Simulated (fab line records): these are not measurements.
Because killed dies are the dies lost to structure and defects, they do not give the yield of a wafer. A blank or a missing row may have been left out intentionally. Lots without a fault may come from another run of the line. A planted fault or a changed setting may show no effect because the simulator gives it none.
Matching of chambers | flow n5 finfet | N5_GATE_CUT_ETCH_28 on rie diel-03 has 4 sister chambers
The step etches underlayer in N2/H2, target depth 13 nm, time 10.4 s. 8 wafers are shown with their chamber, then 7 later ones without.

WAFERS PAIRED WITH THEIR CHAMBERS
wafer  | chamber | throttle valve pct (%) | drypump motor current A (A)
L080.4 | 1       | 17.86                  | 6.6
L082.6 | 3       | 17.67                  | 5.8
L083.1 | 2       | 17.68                  | 6.4
L085.3 | 3       | 17.68                  | 5.7
L085.5 | 1       | 17.86                  | 6.6
L085.6 | 2       | 17.70                  | 6.4
L086.1 | 0       | 17.29                  | 5.7
L086.5 | 0       | 17.28                  | 5.7

WAFERS WITHOUT THEIR CHAMBER
wafer  | throttle valve pct (%) | drypump motor current A (A)
L086.6 | 17.88                  | 6.6
L091.1 | 17.68                  | 5.8
L091.2 | 17.69                  | 6.4
L091.3 | 17.30                  | 5.7
L097.3 | 17.70                  | 5.8
L097.4 | 17.72                  | 6.4
L097.6 | 17.71                  | 5.8

CHAMBER TAKEN BY EACH
wafer  | from the rows above | in truth
L086.6 | 1                   | 1
L091.1 | 3                   | 3
L091.2 | 2                   | 2
L091.3 | 0                   | 0
L097.3 | 3                   | 3
L097.4 | 2                   | 2
L097.6 | 3                   | 3
Correctly placed: 7 of 7. Not placeable from these rows: 0. Placed wrongly: 0.
How it was worked out, from the rows above alone: a wafer's distance from a chamber is the root of the sum, over the readings, of the square of ((its reading less the chamber's mean) divided by the reading's scatter). The wafer belongs to the nearest chamber; if the next one is less than 2 further off, it can't be placed. A chamber's mean is the mean of its shown wafers. The scatter: take each reading less its chamber's mean, square it, sum over the shown wafers, divide by the number of wafers less the number of chambers, and take the root.
